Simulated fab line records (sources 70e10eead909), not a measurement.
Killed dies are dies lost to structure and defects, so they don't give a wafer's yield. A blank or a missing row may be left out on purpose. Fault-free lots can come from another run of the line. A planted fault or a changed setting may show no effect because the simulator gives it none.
fab line records | flow nand-harc
record lots=12 wafers=36 last-day=24
route steps=1159 shown P_STI@89 P_GATE@126 END@1159
lots that met no fault: from a run of the same line without faults
start-h: the number of hours between the record's first day and the start of the first shown wafer of the lot | wait-h: hours from the lot's prior step to this one | " unchanged from the row above | L1.1+2: a row that stands for several wafers | - either no value or no given start | * or withheld: withheld | < > ~ a bound
route shown NAME@n: NAME is a module with steps in the file, n the number in the route of the first one | usual: mean/standard deviation of fault-free wafers | same: alike in all rows | chamber/n: place in a boat | sites: the reading at each site | _std_site: the values' standard deviation | _edge_site: mean of outer sites minus mean of inner sites | radius-mm: how far each site lies from the wafer's centre | mask NAME#n: copy n | behind: the tool/chamber that last shaped the wafer | hold: why the lot went on hold/how many hours it stayed there/how the hold came to an end | device: transistor that didn't switch, given as n, p or np | end of line: the route-end tests of the same wafers | step lacking rows: just its recipe | killed: dies that structure and defects cost at the first sort, which is not the same as the wafer's yield | map: shows each die of a wafer: x if killed, . if not, _ if none is there
set.NAME: the setting as run; set.NAME@STEP: as run at that earlier step | model.NAME: the simulator's own value behind a step, which no gauge read
one table for each step of the route and one row for each wafer, over a sample of lots
services: when a tool's chamber went out of use (start-h, in hours from the record's first day, below 0 if earlier), for how many hours, and the reason
## steps
# step NHARC_P_STI_ETCH_31
# recipe target-depth-a=1089 time-s=54.5 cf4-flow-sccm=100 chf3-flow-sccm=30 ar-flow-sccm=0 rf-w=500 bias-w=200 chemistry=CF4/CHF3
# usual chf3-flow-sccm=29.99/0.095 drypump-motor-current-A=6.0/0.34 oes-product-au=0.968/0.015 rf-fwd-power-W=494.6/2.1 rf-vpp-V=370.7/2.5 showerhead-plenum-p-Torr=1.58/0.069 throttle-valve-pct=16.802/0.0094
# columns lot.wafer tool chamber start-h wait-h chf3-flow-sccm drypump-motor-current-A oes-product-au rf-fwd-power-W rf-hours-counter-h rf-vpp-V showerhead-plenum-p-Torr throttle-valve-pct
L140.2 rie-diel-02 1 - - 30.10 6.1 0.968 494.0 2.4 371.4 1.64 16.811
L140.4 " 0 " " 29.90 6.1 0.976 496.6 2.8 367.9 1.51 16.812
L140.6 " 2 " " 30.00 5.9 0.973 494.6 - 371.1 1.62 16.809
L142.2 rie-diel-02 1 - - 29.98 6.0 0.957 492.6 2.7 373.5 1.64 16.804
L142.1 " 3 " " 29.75 6.5 0.928 493.7 3.0 370.0 1.54 16.786
L142.6 " 2 " " 29.98 5.9 0.943 491.9 - 371.9 1.62 16.813
L143.3 rie-diel-01 3 - - 30.17 6.0 0.964 493.3 2.3 371.9 1.62 16.805
L143.2 " 0 " " 29.95 6.1 0.989 495.6 2.4 367.6 1.48 16.797
L143.1 " 2 " " 29.84 6.5 0.966 496.2 2.0 368.1 1.52 16.804
L147.4 rie-diel-02 3 - - 30.05 6.5 0.965 491.7 4.0 369.0 1.54 16.785
L147.6 " 2 " " 30.07 5.9 0.986 491.0 - 372.3 1.62 16.801
L147.5 " 3 " " 30.03 6.6 0.967 493.3 - 368.5 1.54 16.812
L148.4 rie-diel-01 0 - - 30.06 6.1 0.947 494.8 3.2 367.5 1.48 16.817
L148.1 " 1 " " 29.96 5.0 0.939 495.5 2.8 374.6 1.66 16.800
L148.6 " 3 " " 29.98 6.0 0.959 487.4 - 371.9 1.62 16.816
L149.2 rie-diel-02 3 - - 29.88 6.5 0.966 492.7 4.4 370.2 1.54 16.821
L149.4 " 1 " " 29.97 6.1 0.959 494.3 - 373.7 1.64 16.796
L149.6 " 3 " " 29.85 6.5 0.971 493.6 - 368.9 1.54 16.799
L150.2 rie-diel-01 0 - - 30.13 6.1 0.959 497.1 3.5 368.9 1.48 16.800
L150.6 " 0 " " 30.04 6.1 0.954 497.1 - 367.0 1.48 16.794
L150.5 " 1 " " 30.02 5.1 0.960 495.7 - 371.1 1.66 16.811
L151.1 rie-diel-09 2 - - 29.86 5.8 0.987 496.6 2.0 370.6 1.55 16.791
L151.4 " 0 " " 29.99 6.1 0.964 495.3 2.2 375.0 1.67 16.798
L151.6 " 1 " " 30.04 5.8 0.973 495.5 - 369.1 1.49 16.808
L153.4 rie-diel-09 2 - - 30.05 5.8 0.962 498.6 2.2 370.4 1.55 16.801
L153.3 " 1 " " 29.94 5.9 0.953 493.1 2.4 367.7 1.49 16.795
L153.6 " 2 " " 29.94 5.8 0.970 495.5 - 370.1 1.55 16.786
L155.3 rie-diel-01 1 - - 30.04 5.0 0.981 497.1 3.6 372.8 1.66 16.808
L155.1 " 3 " " 30.04 6.0 0.980 494.8 3.9 372.7 1.62 16.798
L155.6 " 0 " " 29.99 6.1 0.959 494.8 - 368.4 1.48 16.809
L160.4 rie-diel-02 2 - - 30.01 6.0 0.986 492.2 0.1 371.2 1.62 16.814
L160.3 " 3 " " 30.25 6.5 0.971 493.7 0.1 369.2 1.54 16.800
L160.6 " 0 " " 29.94 6.2 0.976 497.4 - 368.5 1.51 16.806
L161.3 rie-diel-09 3 - - 29.96 5.9 0.964 496.9 4.9 373.5 1.68 16.792
L161.6 " 0 " " 29.92 6.1 0.987 492.7 - 375.6 1.67 16.804
L161.5 " 1 " " 29.92 5.8 0.979 497.5 - 367.9 1.49 16.802
# step NHARC_P_GATE_STRIP_15
# recipe time-s=780 temp-c=130 chemistry=SPM
# usual bath-guard-temp-C=130.1/0.5 bath-heat-duty-pct=15.0/1.7
# columns lot.wafer tool chamber start-h wait-h bath-guard-temp-C bath-heat-duty-pct
L140.4 wet-bench-05 4 89.53 0.0 129.8 19.6
L140.2 " 5 " " 130.9 13.4
L140.6 " 7 " " 130.5 14.3
L143.1 wet-bench-05 2 100.22 0.0 129.6 17.9
L143.2 " 5 " " 131.2 16.1
L143.3 " 6 " " 130.9 13.6
L142.6 wet-bench-01 1 100.37 0.0 129.4 13.3
L142.1 " 4 " " 130.3 13.9
L142.2 " 6 " " 130.4 17.2
L147.5 wet-bench-01 1 131.10 0.0 129.2 14.6
L147.4 " 2 " " 130.3 14.4
L147.6 " 4 " " 130.7 15.4
L148.6 wet-bench-02 5 139.20 0.0 130.2 15.3
L148.1 " 7 " " 129.3 16.1
L148.4 " 0 " " 130.0 12.8
L149.4 wet-bench-02 7 152.29 0.0 129.3 15.8
L149.2 " 0 " " 130.0 13.1
L149.6 " 1 " " 129.7 12.9
L150.5 wet-bench-01 4 152.49 0.0 - -
L150.2 " 7 " " - -
L150.6 " 0 " " - -
L151.1 wet-bench-02 6 156.48 0.0 - -
L151.6 " 0 " " - -
L151.4 " 2 " " - -
L153.4 wet-bench-01 1 156.67 0.0 129.6 13.6
L153.3 " 2 " " 129.7 14.7
L153.6 " 4 " " 130.5 16.0
L155.6 wet-bench-02 3 172.71 0.0 130.4 14.5
L155.1 " 4 " " 130.1 12.9
L155.3 " 7 " " 128.9 16.6
L161.6 wet-bench-01 7 205.71 0.0 130.0 14.3
L161.3 " 2 " " 130.0 14.2
L161.5 " 4 " " 130.8 14.1
L160.3 wet-bench-02 7 205.86 0.0 129.3 16.4
L160.6 " 0 " " 129.8 13.4
L160.4 " 1 " " 130.2 13.8
# step NHARC_P_GATE_STRIP_101
# recipe time-s=20 o2-flow-sccm=500 ar-flow-sccm=0 bias-w=0 chemistry=O2
# usual chamber-pressure-mTorr=60.00/0.054 drypump-motor-current-A=5.8/0.52 o2-flow-sccm=500.0/1.4 oes-product-au=1.001/0.0058 rf-vpp-V=57.8/0.83 showerhead-plenum-p-Torr=3.53/0.16 throttle-valve-pct=17.036/0.0094
# same bias-w=0
# columns lot.wafer tool chamber start-h wait-h chamber-pressure-mTorr drypump-motor-current-A o2-flow-sccm oes-product-au rf-hours-counter-h rf-vpp-V showerhead-plenum-p-Torr throttle-valve-pct
L140.2 rie-diel-06 2 116.65 0.1 60.02 5.0 500.9 1.010 3 58.0 3.72 17.040
L140.4 " 3 " " 59.99 6.7 500.3 0.998 10 58.3 3.71 17.028
L140.6 " 0 " " 59.97 5.3 501.9 1.007 - 58.2 3.51 17.049
L142.1 rie-diel-06 0 126.95 0.1 60.00 5.3 500.3 1.001 11 57.4 3.51 17.041
L142.2 " 2 " " 60.03 5.0 498.6 0.994 4 58.0 3.72 17.047
L142.6 " 0 " " 60.07 5.3 498.4 0.993 - 58.1 3.51 17.037
L143.1 rie-diel-06 2 127.48 0.2 59.97 5.0 500.7 1.006 4 58.0 3.72 17.025
L143.3 " 3 " " 60.03 6.6 501.8 1.007 12 58.2 3.71 17.040
L143.2 " 0 " " 60.02 5.3 503.5 1.004 11 57.0 3.51 17.029
L147.4 rie-diel-06 0 159.26 0.1 60.03 5.3 501.5 1.004 17 56.9 3.50 17.039
L147.5 " 2 " " 59.89 5.1 501.4 0.993 - 59.7 3.71 17.039
L147.6 " 3 " " 59.95 6.7 500.4 1.006 - 58.1 3.71 17.047
L148.4 rie-diel-06 3 164.80 0.1 59.96 6.6 499.5 1.002 20 57.3 3.71 17.032
L148.1 " 0 " " 59.90 5.3 502.1 1.003 19 56.2 3.50 17.046
L148.6 " 2 " " 60.09 5.0 500.7 1.008 - 56.8 3.71 17.035
L149.4 rie-diel-05 1 178.11 0.1 60.01 5.9 503.1 1.003 1 59.0 3.73 17.044
L149.2 " 2 " " 60.11 5.6 500.6 1.010 1 57.7 3.56 17.057
L149.6 " 3 " " 60.03 6.3 500.5 0.995 - 58.5 3.58 17.044
L150.2 rie-diel-13 2 178.36 0.1 60.04 5.8 499.3 1.000 35 58.2 3.58 17.040
L150.6 " 2 " " 60.03 5.8 498.5 0.995 - 58.3 3.58 17.035
L150.5 " 1 " " 59.99 6.2 502.2 0.992 - 58.4 3.46 17.030
L151.1 rie-diel-13 0 181.74 0.1 60.04 5.9 499.2 0.994 34 57.7 3.30 17.028
L151.4 " 0 " " 59.93 5.9 501.3 1.003 - 56.5 3.30 17.017
L151.6 " 0 " " 60.02 5.9 497.0 1.005 - 59.5 3.30 17.043
L153.3 rie-diel-06 0 184.50 0.1 59.99 5.3 500.9 1.004 23 57.8 3.50 17.023
L153.4 " 2 " " 59.96 5.0 498.5 0.997 16 58.4 3.71 17.033
L153.6 " 3 " " 60.08 6.6 499.0 1.004 - 57.2 3.70 17.025
L155.3 rie-diel-05 1 199.98 0.1 59.99 5.9 501.7 1.002 8 58.8 3.72 17.036
L155.1 " 3 " " 59.98 6.2 500.0 1.001 9 57.8 3.58 17.041
L155.6 " 1 " " 60.04 5.9 500.8 1.001 - 58.3 3.72 17.040
L160.3 rie-diel-13 0 231.87 0.1 59.96 5.9 500.3 0.993 56 56.1 3.29 17.026
L160.4 " 1 " " 60.03 6.3 499.0 1.013 56 59.0 3.45 17.026
L160.6 " 3 " " 59.97 6.4 498.5 1.003 - 57.6 3.66 17.015
L161.3 rie-diel-06 0 232.04 0.1 60.00 5.3 499.2 0.993 32 56.8 3.49 17.030
L161.5 " 0 " " 59.89 5.3 500.0 1.001 - 58.4 3.50 17.040
L161.6 " 1 " " 59.96 5.5 497.1 0.993 - 56.9 3.31 17.033
# step NHARC_P_GATE_STRIP_112
# recipe power-w=1500 temp-c=110 time-s=200 chemistry=N2/H2
# usual drypump-motor-current-A=5.8/0.5 heater-power-w=89/6.8 rf-refl-power-W=13.8/0.85
# columns lot.wafer tool chamber start-h wait-h drypump-motor-current-A heater-power-w rf-hours-counter-h rf-refl-power-W
L140.2 plasma-asher-02 0 119.95 0.2 5.2 82 36 12.7
L140.4 " 1 " " 6.4 100 - 14.3
L140.6 " 1 " " 6.4 102 - 13.0
L142.1 plasma-asher-02 1 130.19 0.2 6.4 101 39 14.0
L142.2 " 0 " " 5.2 83 39 12.7
L142.6 " 0 " " 5.3 83 - 12.4
L143.1 plasma-asher-02 0 130.84 0.2 5.2 81 39 12.0
L143.2 " 1 " " 6.4 100 39 13.8
L143.3 " 1 " " 6.4 99 - 13.9
L147.4 plasma-asher-01 1 162.71 0.2 6.1 93 - 14.5
L147.6 " 0 " " 5.4 82 - 13.9
L147.5 " 1 " " 6.1 93 - 14.2
L148.1 plasma-asher-02 0 167.94 0.2 5.2 83 50 12.7
L148.4 " 0 " " 5.2 85 - 12.5
L148.6 " 1 " " 6.4 101 - 13.2
L149.2 plasma-asher-01 0 181.27 0.2 5.4 84 24 14.1
L149.4 " 0 " " 5.3 86 - 13.9
L149.6 " 0 " " 5.3 83 - 14.4
L150.2 plasma-asher-02 0 181.61 0.2 5.2 80 55 12.1
L150.6 " 1 " " 6.4 102 - 14.5
L150.5 " 0 " " 5.2 83 - 11.9
L151.1 plasma-asher-01 0 186.61 0.6 5.4 85 27 14.5
L151.4 " 0 " " 5.4 84 - 14.2
L151.6 " 1 " " 6.2 93 - 14.6
L153.3 plasma-asher-01 1 187.68 0.2 6.1 94 - 14.7
L153.4 " 0 " " 5.3 84 - 14.5
L153.6 " 1 " " 6.1 93 - 14.0
L155.1 plasma-asher-01 1 203.24 0.2 6.1 93 34 14.0
L155.3 " 0 " " 5.4 84 - 14.8
L155.6 " 0 " " 5.3 87 - 14.4
L160.3 plasma-asher-02 1 235.07 0.2 6.4 92 - 12.9
L160.4 " 0 " " 5.2 82 - 12.8
L160.6 " 1 " " 6.4 93 - 14.0
L161.3 plasma-asher-01 0 235.38 0.2 5.3 86 - 14.3
L161.6 " 0 " " 5.3 84 - 14.9
L161.5 " 1 " " 6.1 92 - 14.5
# step NHARC_END_SORT_01
# recipe temp-c=25
# usual killed-at-array=31/12 killed-at-other=0.6/0.85 killed-at-periphery=3.0/2.3 killed-dies=35/12 killed-open=3.2/1.9 killed-short=1.8/1.4
# same gross-dies=677
# columns lot.wafer tool chamber start-h wait-h killed-at-array killed-at-other killed-at-periphery killed-dies killed-open killed-short
L150.2 prober-02 0 509.53 2.8 20 2 655 677 9 1
L150.5 prober-02 0 511.87 3.6 16 0 661 677 0 1
L150.6 prober-02 0 512.65 3.9 15 0 662 677 3 2
L151.1 prober-02 0 541.51 2.5 46 0 631 677 5 2
L151.4 prober-02 0 543.91 3.4 29 1 647 677 3 3
L151.6 prober-02 0 545.50 4.0 38 1 638 677 5 1
# killed by level:class
L150.2 P_GATE:area-strip=651 A_CHANNEL_HOLE_D1:chamber-film-flake=7 A_CONTACT:chamber-film-flake=6 P_CONTACT:geometric-particle:open=2 A_CONTACT:geometric-particle:open=2 A_STAIRCASE:chamber-film-flake=2 P_CONTACT:geometric-particle:short=1 P_M1:geometric-particle:open=1
L150.5 P_GATE:area-strip=660 A_CONTACT:chamber-film-flake=12 A_STAIRCASE:chamber-film-flake=2 A_WL_FILL:geometric-particle:short=1 P_STI:chamber-film-flake=1 A_CHANNEL_HOLE_D1:chamber-film-flake=1
L150.6 P_GATE:area-strip=658 A_CONTACT:chamber-film-flake=5 A_STAIRCASE:chamber-film-flake=4 A_CONTACT:geometric-particle:open=2 A_CHANNEL_HOLE_D1:chamber-film-flake=2 P_M0:geometric-particle:open=1 P_M2:geometric-particle:short=1 A_BLC:geometric-particle:short=1
L151.1 P_GATE:area-strip=630 A_SLIT:chamber-film-flake=16 A_CHANNEL_HOLE_D1:chamber-film-flake=12 A_STAIRCASE:chamber-film-flake=6 A_CONTACT:geometric-particle:open=3 A_CONTACT:geometric-particle:short=2 A_ZERO_WELL:chamber-film-flake=2 A_CONTACT:chamber-film-flake=2
L151.4 P_GATE:area-strip=644 A_SLIT:chamber-film-flake=13 A_STAIRCASE:chamber-film-flake=5 A_CHANNEL_HOLE_D1:chamber-film-flake=4 A_CONTACT:chamber-film-flake=2 P_GATE:geometric-particle:open=1 P_CONTACT:geometric-particle:short=1 P_M0:geometric-particle:open=1
L151.6 P_GATE:area-strip=636 A_SLIT:chamber-film-flake=17 A_CHANNEL_HOLE_D1:chamber-film-flake=8 A_STAIRCASE:chamber-film-flake=6 A_CONTACT:chamber-film-flake=2 P_STI:geometric-particle:short=1 A_ONON_D1:geometric-particle:open=1 A_CHANNEL_FILL_D1:geometric-particle:open=1
## services
# columns tool chamber start-h hours kind
wet-bench-01 - 37.60 8.0 pm
rie-diel-06 - 64.20 9.0 pm
rie-diel-09 - 77.37 9.0 pm
rie-diel-06 2 80.88 28.2 repair
rie-diel-05 - 83.98 0.6 repair
plasma-asher-02 - 87.25 6.1 repair
plasma-asher-01 - 99.00 9.0 pm
rie-diel-13 - 99.07 9.0 pm
rie-diel-02 0 99.43 3.9 repair
rie-diel-06 1 118.90 36.4 repair
rie-diel-06 0 131.80 9.3 repair
rie-diel-13 3 135.60 88.1 repair
rie-diel-01 - 137.80 9.0 pm
rie-diel-02 - 150.70 9.0 pm
rie-diel-05 - 164.39 9.0 pm
wet-bench-02 - 180.11 8.0 pm
rie-diel-02 - 180.35 0.4 repair
rie-diel-13 2 181.36 1.6 repair
plasma-asher-02 - 183.65 9.0 pm
rie-diel-13 2 191.41 6.1 repair
rie-diel-13 - 193.39 0.4 repair
wet-bench-01 - 213.60 8.0 pm
rie-diel-13 1 219.31 4.5 repair
plasma-asher-02 - 232.42 1.0 repair
## key
first-sign step=NHARC_P_GATE_STRIP_15 reading=tool-record direction=missing
effect step=NHARC_END_SORT_01 reading=killed-at-periphery direction=up sigmas=99+ usual=3.0 struck=649
more-kills-born-at NHARC_P_GATE_STRIP_15@wet-bench-01=1969 NHARC_P_GATE_STRIP_15@wet-bench-02=1910
met-at NHARC_P_GATE_STRIP_15
struck-lots L150,L151
later-rows-left-out L150.2,L150.5,L150.6,L151.1,L151.4,L151.6
tester-left-out L150,L151
not-acting-at NHARC_P_STI_ETCH_31,NHARC_P_GATE_STRIP_101,NHARC_P_GATE_STRIP_112
onset-between 152.29 152.49
fault kind=skipped-step-whole tool=wet-bench-01,wet-bench-02 chamber=- onset-h=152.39 steps=NHARC_P_GATE_STRIP_15 scope=struck-lots-only
# tester-left-out: of these lots the tester's yield and bins aren't shown, on N5 and GAA mostly nor the transistor test; their killed dies are dies lost to structure and defects alone, not to doping, threshold or leakage, so they don't give the yield
# later-rows-left-out: the simulator's readings of these wafers behind a module that went badly wrong aren't trusted and aren't shown, but for the sort
